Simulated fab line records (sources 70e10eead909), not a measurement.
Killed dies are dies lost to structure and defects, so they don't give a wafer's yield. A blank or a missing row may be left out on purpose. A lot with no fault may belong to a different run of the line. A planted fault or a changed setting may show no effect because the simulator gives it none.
Struck lot and sound lot, side by side || flow nand_harc || 15 steps out of a route of 1159
Sound: these wafers, L828.1, L828.4, L828.6. Struck: wafer L837.4 (left out: L837.1, L837.3 of the same lot, which were not struck); the cause appears at the end.
Per side, at each step with rows, come the tool, then ch with its chambers, and then its first start. Under that, the readings that differ: sound wafers || struck wafers || difference of the means || sigmas: that difference in standard deviations of wafers without a fault.
alike: a reading whose means differ by less than 2 such deviations, as well as words and numbers matching on both sides. not compared: withheld readings; readings where some wafer has no value; bounds like >300 that might hide an equal value; numbers whose values overlap and for which the record gives no deviation.
The two part at a step that has a row with sigmas, a row that says differs or no value, or rows on one side only. When numbers do not overlap yet have no deviation, they are printed without sigmas and do not part them. Lack of a reading on every wafer of one side parts them only where that side has two or more wafers.

first, 7 steps without rows for these wafers: NHARC_A_BLC_COAT_03 (time 65 s); NHARC_A_BLC_COAT_04 (resist thk 90 nm); NHARC_A_BLC_SOFTBAKE_05 (time 55 s); NHARC_A_BLC_EBR_06; NHARC_A_BLC_EXPOSE_07 (exposes mask A BLC, target cd 100 nm); NHARC_A_BLC_PEB_08 (peb time 65 s); NHARC_A_BLC_DEVELOP_09 (develop time 35 s).
NHARC_A_BLC_CD_MEAS_10: target cd 100 nm.
  sound on cd_sem-01 ch 0, day 19 17:24; struck on cd_sem-02 ch 0, day 22 01:15
  alike: cd_nm
NHARC_A_BLC_OVL_MEAS_11:
  struck on overlay-01, day 22 01:20; sound on overlay-02, day 19 17:29
  alike: overlay_x_nm, overlay_y_nm
NHARC_A_BLC_INSPECT_12:
  struck on defect_inspect-02, day 22 01:22; sound on defect_inspect-01, day 19 17:31
  alike: raw_defect_count
NHARC_A_BLC_DESCUM_15: chemistry O2, time 3 s.
  sound on rie_diel-11 ch 0,1,2, day 19 17:36; struck on rie_diel-11 ch 3, day 22 01:26
  alike: drypump_motor_current_A, oes_product_au, rf_vpp_V, showerhead_plenum_p_Torr, throttle_valve_pct
  not compared: rf_hours_counter_h
NHARC_A_BLC_ETCH_16: etches the open film in CF4, target depth 39 nm, time 65 s.
  sound on rie_diel-11 ch 0,1,3, day 19 17:40; struck on rie_diel-11 ch 3, day 22 01:32
{"reading": "oes_product_au (a.u.)", "sound": "0.999 0.994 1.010", "struck": 0.984, "difference": -0.017, "sigmas": -2}
  alike: bias_w, drypump_motor_current_A, rf_vpp_V, run_length_s, showerhead_plenum_p_Torr, throttle_valve_pct
  not compared: rf_hours_counter_h
NHARC_A_BLC_ETCH_17: etches the open film in N2/H2, target depth 390 nm, time 609.38 s.
  sound on rie_diel-11 ch 1,2, day 19 17:46; struck on rie_diel-11 ch 3, day 22 01:37
{"reading": "run_length_s (s)", "sound": "631.6 630.5 630.6", "struck": 510.5, "difference": -120.4, "sigmas": "-99 or more"}
  alike: drypump_motor_current_A, oes_product_au, rf_vpp_V, showerhead_plenum_p_Torr, throttle_valve_pct
  not compared: bias_w, rf_hours_counter_h
NHARC_A_BLC_ETCH_18: etches the open film in C4F8/O2/Ar, target depth 910 nm.
  sound: rie_diel-11 ch 0,2,3; struck: rie_diel-11 ch 0
  alike: bias_w, oes_product_au, rf_vpp_V
  not compared: rf_hours_counter_h
NHARC_END_SORT_01:
  the record has rows for the struck wafers here (prober-01 ch 0, day 23 18:55) and none for the sound ones

## WHERE THEY PART
First at NHARC_A_BLC_ETCH_16; last, within this record, at NHARC_END_SORT_01.

WHY: what the simulator had put in
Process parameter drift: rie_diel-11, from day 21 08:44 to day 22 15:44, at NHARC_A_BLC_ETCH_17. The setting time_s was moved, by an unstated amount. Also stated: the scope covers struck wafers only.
